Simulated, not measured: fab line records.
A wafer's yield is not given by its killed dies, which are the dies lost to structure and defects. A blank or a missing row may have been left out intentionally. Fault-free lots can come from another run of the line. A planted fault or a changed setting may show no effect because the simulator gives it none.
fab line records ; flow n5_finfet ; part 2 of 2: steps 5 to 6 of 6
[record] lots = 23; wafers = 69; last_day = 21
route steps=1938 shown BEOL_M10@1483 BEOL_M11@1553
lots untouched by any fault: they come from a run of this same line in which no faults occurred
start_h: hours from the record's opening day to when the first of the lot's shown wafers began ; wait_h: hours since the lot's step before ; " unchanged from the row above ; L1.1+2: several wafers, shown together as one row ; - either no value or no given start ; * or withheld: withheld ; < > ~ a bound
route shown NAME@n: a module of which the file shows steps, and the number in the route of the first ; usual: average and standard deviation across the fault-free wafers ; same: alike in all rows ; chamber/n: place in a boat ; sites: per-site readings ; _std_site: their standard deviation ; _edge_site: the outer-site mean with the inner-site mean subtracted ; radius_mm: for every site, how far away it sits from the centre of the wafer ; mask NAME#n: copy n ; behind: the most recent tool/chamber to have shaped the wafer ; hold: why the lot went on hold/how many hours it stayed there/how the hold came to an end ; device: whichever transistor did not switch (one of n, p or np) ; end of line: the same wafers' tests at the end of the route ; a step given without rows: its recipe and nothing more ; killed: at the first sort, the dies lost to defects and structure; wafer yield is something else ; map: the dies of a wafer, with x for killed, . for not killed, _ for no die there
set.NAME: the setting that was run; set.NAME@STEP: the one run at that earlier step ; model.NAME: the simulator's own value behind a step, which no gauge read
the route's steps for a sample of lots (tables are steps, rows are wafers)
services: the hour from which a tool's chamber was out of use, counted from the record's first day as start_h (under 0 if before that day), plus the number of hours and why
[[steps]]
[step N5_BEOL_M11_ETCH_61]
[recipe] chemistry = CF4; target = SiARC; target_depth_a = 390; mask_material = CAR-ArF; time_s = 65; ion_energy_ev = 80; pressure_mtorr = 40; source_w = 545; bias_w = 36; Ar_flow_sccm = 100; cf4_flow_sccm = 100; ends = cleared
[usual] drypump_motor_current_A = 5.6/0.44; etch_rf_on_time_s = 65.5/2.1; oes_product_au = 0.68/0.076; rf_vpp_V = 184.2/1.3; showerhead_plenum_p_Torr = 2.16/0.071; throttle_valve_pct = 15.59/0.22
lot.wafer;tool;chamber;start_h;wait_h;drypump_motor_current_A;etch_rf_on_time_s;oes_product_au;rf_hours_counter_h;rf_vpp_V;showerhead_plenum_p_Torr;throttle_valve_pct
L074.1;rie_diel-05;1;303.91;0.0;5.6;67.6;0.59;237;185.3;2.20;15.90
L074.4;rie_diel-05;2;303.91;0.0;6.1;63.6;0.65;160;184.8;2.24;15.60
L074.6;rie_diel-05;1;303.91;0.0;5.6;67.2;0.59;-;184.9;2.20;15.89
L077.2;rie_diel-06;3;317.35;0.0;6.0;61.9;0.78;42;184.8;2.17;15.49
L077.3;rie_diel-06;0;317.35;0.0;5.8;67.7;0.62;164;185.0;2.13;15.84
L077.5;rie_diel-06;0;317.35;0.0;5.8;67.8;0.63;-;183.3;2.13;15.84
L075.2;rie_diel-06;0;325.21;0.0;5.8;67.0;0.62;167;183.8;2.13;15.85
L075.3;rie_diel-06;1;325.21;0.0;5.6;66.4;0.66;126;185.1;2.22;15.36
L075.4;rie_diel-06;3;325.21;0.0;6.1;61.0;0.77;-;182.8;2.17;15.49
L076.2;rie_diel-02;0;329.41;0.0;4.8;64.3;0.79;21;184.0;2.25;15.63
L076.4;rie_diel-02;1;329.41;0.0;6.4;69.1;0.65;-;186.8;2.24;15.59
L076.6;rie_diel-02;3;329.41;0.0;5.7;69.0;0.66;-;183.4;2.07;15.90
L078.2;rie_diel-05;3;338.88;0.0;5.7;65.8;0.60;208;181.6;2.03;15.58
L078.4;rie_diel-05;2;338.88;0.0;6.1;65.9;0.63;172;185.8;2.24;15.63
L078.5;rie_diel-05;0;338.88;0.0;5.0;68.2;0.58;-;183.8;2.04;15.85
L080.2;rie_diel-06;3;341.58;0.0;6.1;60.5;0.78;51;185.4;2.17;15.50
L080.4;rie_diel-06;2;341.58;0.0;5.5;64.6;0.82;6;183.3;2.12;15.20
L080.5;rie_diel-06;2;341.58;0.0;5.5;64.5;0.82;-;183.9;2.13;15.21
L082.3;rie_diel-06;2;344.39;0.0;5.5;64.3;0.82;7;183.7;2.12;15.22
L082.4;rie_diel-06;3;344.39;0.0;6.0;60.7;0.77;51;184.8;2.17;15.51
L082.6;rie_diel-06;2;344.39;0.0;5.5;64.2;0.82;-;183.1;2.12;15.20
L079.4;rie_diel-06;2;354.74;0.0;5.6;64.0;0.82;-;183.9;2.12;15.20
L079.5;rie_diel-06;0;354.74;0.0;5.8;66.5;0.63;-;182.8;2.13;15.88
L079.6;rie_diel-06;3;354.74;0.0;6.0;60.4;0.76;-;183.8;2.17;15.51
L081.3;rie_diel-06;1;385.95;0.0;5.6;65.2;0.65;143;185.5;2.22;15.39
L081.5;rie_diel-06;1;385.95;0.0;5.6;66.1;0.65;-;185.0;2.22;15.40
L081.6;rie_diel-06;2;385.95;0.0;5.5;64.4;0.79;-;183.2;2.12;15.24
L084.1;rie_diel-05;0;389.25;0.0;5.0;66.3;0.58;232;182.7;2.04;15.87
L084.4;rie_diel-05;3;389.25;0.0;5.8;64.5;0.60;225;183.6;2.03;15.63
L084.5;rie_diel-05;2;389.25;0.0;6.1;64.6;0.62;-;184.2;2.23;15.65
L083.2;rie_diel-05;1;389.72;0.0;5.6;64.7;0.81;2;185.2;2.19;15.43
L083.3;rie_diel-05;3;389.72;0.0;5.7;63.7;0.60;226;183.3;2.03;15.62
L083.6;rie_diel-05;0;389.72;0.0;5.0;66.4;0.58;-;180.9;2.03;15.86
L085.2;rie_diel-06;3;400.63;0.0;6.1;61.0;0.76;68;183.2;2.16;15.53
L085.3;rie_diel-06;2;400.63;0.0;5.5;63.9;0.79;23;183.3;2.12;15.24
L085.4;rie_diel-06;0;400.63;0.0;5.8;67.1;0.62;191;184.2;2.12;15.90
L090.3;rie_diel-06;1;400.88;0.0;5.5;65.8;0.65;148;185.0;2.21;15.39
L090.4;rie_diel-06;3;400.88;0.0;6.0;61.6;0.75;68;185.7;2.16;15.52
L090.6;rie_diel-06;1;400.88;0.0;5.5;65.6;0.65;-;186.1;2.21;15.40
L089.1;rie_diel-02;0;412.18;0.0;4.8;64.3;0.75;46;185.6;2.24;15.69
L089.2;rie_diel-02;2;412.18;0.0;5.0;66.6;0.74;25;184.3;2.18;15.33
L089.4;rie_diel-02;1;412.18;0.0;6.4;69.2;0.63;147;185.1;2.23;15.64
L088.2;rie_diel-05;3;418.57;0.0;5.7;63.8;0.60;235;182.0;2.02;15.65
L088.5;rie_diel-05;0;418.57;0.0;5.0;65.6;0.58;-;183.2;2.03;15.90
L088.6;rie_diel-05;3;418.57;0.0;5.7;63.3;0.60;-;183.1;2.02;15.65
L087.1;rie_diel-05;2;419.10;0.0;6.1;64.7;0.61;199;184.3;2.23;15.67
L087.2;rie_diel-05;3;419.10;0.0;5.8;65.0;0.59;236;180.4;2.02;15.65
L087.6;rie_diel-05;2;419.10;0.0;6.1;65.0;0.61;-;184.9;2.23;15.70
L091.3;rie_diel-02;1;424.06;0.0;6.4;69.1;0.62;151;185.8;2.23;15.64
L091.4;rie_diel-02;3;424.06;0.0;5.7;68.5;0.64;149;183.1;2.06;15.96
L091.5;rie_diel-02;1;424.06;0.0;6.4;69.1;0.62;-;185.7;2.23;15.63
L092.2;rie_diel-02;0;429.17;0.0;4.8;64.1;0.74;51;186.8;2.24;15.68
L092.3;rie_diel-02;1;429.17;0.0;6.4;68.4;0.63;153;184.0;2.23;15.65
L092.5;rie_diel-02;2;429.17;0.0;5.1;65.8;0.74;-;183.8;2.18;15.32
L096.1;rie_diel-06;1;429.24;0.0;5.5;66.2;0.64;157;185.0;2.21;15.41
L096.2;rie_diel-06;2;429.24;0.0;5.6;65.3;0.76;32;184.2;2.12;15.26
L096.5;rie_diel-06;2;429.24;0.0;5.6;65.0;0.76;-;184.0;2.12;15.25
L094.2;rie_diel-02;2;429.42;0.0;5.0;65.8;0.75;29;184.4;2.18;15.31
L094.3;rie_diel-02;0;429.42;0.0;4.8;64.0;0.75;51;184.8;2.24;15.70
L094.4;rie_diel-02;1;429.42;0.0;6.4;68.4;0.62;153;186.0;2.23;15.65
L093.2;rie_diel-06;1;449.08;0.0;5.6;66.3;0.63;164;182.6;2.21;15.42
L093.3;rie_diel-06;0;449.08;0.0;5.8;67.6;0.61;201;184.0;2.12;15.90
L093.6;rie_diel-06;2;449.08;0.0;5.6;64.3;0.77;-;183.9;2.12;15.26
L095.1;rie_diel-02;1;449.21;0.0;6.4;68.7;0.62;160;186.2;2.23;15.64
L095.2;rie_diel-02;2;449.21;0.0;5.0;66.4;0.73;37;185.6;2.18;15.35
L095.6;rie_diel-02;3;449.21;0.0;5.7;68.3;0.63;-;184.2;2.06;15.98
L097.4;rie_diel-05;1;457.15;0.0;5.6;64.4;0.76;-;185.1;2.19;15.45
L097.5;rie_diel-05;3;457.15;0.0;5.7;65.6;0.59;-;183.5;2.02;15.67
L097.6;rie_diel-05;2;457.15;0.0;6.1;64.5;0.61;-;184.5;2.22;15.70
[step N5_BEOL_M11_HM_OPEN_17]
[recipe] chemistry = Cl2/BCl3; target_depth_a = 200; overetch_a = 60; target = TiN; mask_material = SOC; ion_energy_ev = 150; pressure_mtorr = 10; icp_w = 1000; bias_w = 126; Cl2_flow_sccm = 53.25; bcl3_flow_sccm = 21.75; Ar_flow_sccm = 25
[usual] drypump_motor_current_A = 6.2/0.41; he_backside_leak_sccm = 3.37/0.18; oes_product_au = 0.71/0.057; throttle_valve_pct = 22.02/0.22
lot.wafer;tool;chamber;start_h;wait_h;drypump_motor_current_A;he_backside_leak_sccm;oes_product_au;rf_hours_counter_h;throttle_valve_pct
L074.1;rie_metal-02;1;304.14;0.0;5.7;3.26;0.74;22;21.96
L074.4;rie_metal-02;0;304.14;0.0;6.6;3.42;0.75;-;21.85
L074.6;rie_metal-02;0;304.14;0.0;6.6;3.46;0.75;-;21.84
L077.2;rie_metal-02;1;317.59;0.0;5.7;3.20;0.73;23;21.99
L077.3;rie_metal-02;0;317.59;0.0;6.6;3.47;0.75;-;21.84
L077.5;rie_metal-02;0;317.59;0.0;6.6;3.48;0.75;-;21.84
L075.2;rie_metal-01;0;325.45;0.0;6.0;3.52;0.75;17;22.01
L075.3;rie_metal-01;0;325.45;0.0;6.0;3.43;0.74;-;22.00
L075.4;rie_metal-01;1;325.45;0.0;6.7;2.97;0.80;-;22.38
L076.2;rie_metal-01;0;329.64;0.0;6.0;3.53;0.73;17;22.06
L076.4;rie_metal-01;0;329.64;0.0;6.0;3.47;0.74;-;22.03
L076.6;rie_metal-01;1;329.64;0.0;6.7;3.10;0.80;-;22.38
L078.2;rie_metal-02;1;339.12;0.0;5.7;3.21;0.74;24;21.98
L078.4;rie_metal-02;0;339.12;0.0;6.6;3.44;0.75;-;21.85
L078.5;rie_metal-02;1;339.12;0.0;5.7;3.34;0.74;-;21.98
L080.2;rie_metal-03;0;341.82;0.0;6.2;3.63;0.73;17;22.03
L080.4;rie_metal-03;0;341.82;0.0;6.2;3.66;0.72;-;22.04
L080.5;rie_metal-03;0;341.82;0.0;6.2;3.54;0.73;-;22.03
L082.3;rie_metal-02;0;344.66;0.1;6.6;3.36;0.74;-;21.87
L082.4;rie_metal-02;1;344.66;0.1;5.7;3.25;0.73;-;22.00
L082.6;rie_metal-02;1;344.66;0.1;5.7;3.41;0.72;-;22.00
L079.4;rie_metal-01;0;354.99;0.1;6.0;3.45;0.73;-;22.03
L079.5;rie_metal-01;0;354.99;0.1;6.1;3.39;0.72;-;22.01
L079.6;rie_metal-01;1;354.99;0.1;6.7;3.02;0.78;-;22.36
L081.3;rie_metal-01;0;386.22;0.1;6.0;3.55;0.72;-;22.04
L081.5;rie_metal-01;0;386.22;0.1;6.0;3.44;0.72;-;22.03
L081.6;rie_metal-01;1;386.22;0.1;6.7;3.14;0.76;-;22.37
L084.1;rie_metal-03;0;389.48;0.0;6.2;3.48;0.69;23;22.06
L084.4;rie_metal-03;0;389.48;0.0;6.2;3.42;0.71;-;22.05
L084.5;rie_metal-03;0;389.48;0.0;6.2;3.55;0.70;-;22.04
L083.2;rie_metal-03;1;389.96;0.0;5.6;3.25;0.58;94;21.67
L083.3;rie_metal-03;1;389.96;0.0;5.5;3.40;0.57;-;21.68
L083.6;rie_metal-03;0;389.96;0.0;6.2;3.55;0.70;-;22.07
L085.2;rie_metal-03;0;400.87;0.0;6.2;3.70;0.68;24;22.08
L085.3;rie_metal-03;1;400.87;0.0;5.5;3.48;0.57;-;21.68
L085.4;rie_metal-03;0;400.87;0.0;6.2;3.68;0.70;-;22.05
L090.3;rie_metal-03;0;401.15;0.1;6.2;3.63;0.70;-;22.04
L090.4;rie_metal-03;1;401.15;0.1;5.6;3.26;0.57;-;21.67
L090.6;rie_metal-03;0;401.15;0.1;6.2;3.51;0.69;-;22.07
L089.1;rie_metal-03;0;412.41;0.0;6.2;3.39;0.68;25;22.07
L089.2;rie_metal-03;0;412.41;0.0;6.2;3.61;0.68;-;22.07
L089.4;rie_metal-03;0;412.41;0.0;6.2;3.55;0.68;-;22.07
L088.2;rie_metal-01;1;418.82;0.0;6.7;3.45;0.75;15;22.40
L088.5;rie_metal-01;1;418.82;0.0;6.7;3.33;0.74;-;22.42
L088.6;rie_metal-01;0;418.82;0.0;6.1;3.28;0.70;-;22.05
L087.1;rie_metal-02;1;419.35;0.0;5.7;3.43;0.72;32;21.98
L087.2;rie_metal-02;0;419.35;0.0;6.6;3.31;0.73;20;21.86
L087.6;rie_metal-02;0;419.35;0.0;6.6;3.49;0.72;-;21.86
L091.3;rie_metal-02;1;424.33;0.1;5.7;3.02;0.70;-;22.01
L091.4;rie_metal-02;0;424.33;0.1;6.6;3.55;0.71;-;21.86
L091.5;rie_metal-02;0;424.33;0.1;6.6;3.32;0.72;-;21.85
L092.2;rie_metal-02;0;429.41;0.0;6.6;3.48;0.71;20;21.88
L092.3;rie_metal-02;1;429.41;0.0;5.7;3.40;0.72;-;22.00
L092.5;rie_metal-02;1;429.41;0.0;5.7;3.40;0.72;-;21.98
L096.1;rie_metal-03;1;429.48;0.0;5.6;3.03;0.79;2;21.61
L096.2;rie_metal-03;0;429.48;0.0;6.2;3.63;0.70;27;22.06
L096.5;rie_metal-03;1;429.48;0.0;5.6;3.13;0.82;-;21.60
L094.2;rie_metal-01;1;429.66;0.0;6.7;3.16;0.73;16;22.43
L094.3;rie_metal-01;1;429.66;0.0;6.7;3.28;0.74;-;22.38
L094.4;rie_metal-01;0;429.66;0.0;6.0;3.45;0.71;-;22.05
L093.2;rie_metal-01;1;449.32;0.0;6.7;3.12;0.73;19;22.41
L093.3;rie_metal-01;1;449.32;0.0;6.7;3.10;0.74;-;22.41
L093.6;rie_metal-01;0;449.32;0.0;6.0;3.54;0.70;-;22.06
L095.1;rie_metal-01;1;449.45;0.0;6.7;3.44;0.74;19;22.39
L095.2;rie_metal-01;0;449.45;0.0;6.0;3.48;0.70;29;22.06
L095.6;rie_metal-01;1;449.45;0.0;6.7;3.36;0.74;-;22.39
L097.4;rie_metal-01;0;457.39;0.1;6.0;3.32;0.70;-;22.05
L097.5;rie_metal-01;1;457.39;0.1;6.7;3.01;0.73;-;22.41
L097.6;rie_metal-01;0;457.39;0.1;6.0;3.53;0.69;-;22.08
[[services]]
tool;chamber;start_h;hours;kind
cmp-02;-;272.36;2.1;repair
rie_diel-06;3;272.62;3.0;repair
rie_diel-05;0;278.72;5.3;repair
rie_metal-02;-;279.95;11.8;repair
rie_diel-06;0;285.76;6.9;repair
cmp-04;-;289.28;0.3;repair
rie_diel-03;3;289.92;5.3;repair
cmp-04;-;308.45;1.2;repair
cmp-04;-;319.52;8.4;repair
rie_metal-02;0;324.89;7.6;repair
rie_diel-05;0;344.40;2.8;repair
cmp-03;-;345.46;2.0;repair
cmp-03;-;351.98;2.6;repair
cmp-04;-;381.92;4.0;pm
cmp-02;-;387.25;5.8;pm
cmp-04;-;396.87;3.4;repair
rie_diel-06;0;401.30;8.8;repair
rie_diel-06;0;411.47;6.5;repair
rie_diel-03;1;417.77;8.0;repair
cmp-02;-;418.69;0.5;repair
rie_diel-06;2;431.53;15.6;repair
rie_diel-03;2;439.39;1.4;repair
cmp-04;-;453.74;1.4;repair
cmp-02;-;456.25;4.9;pm
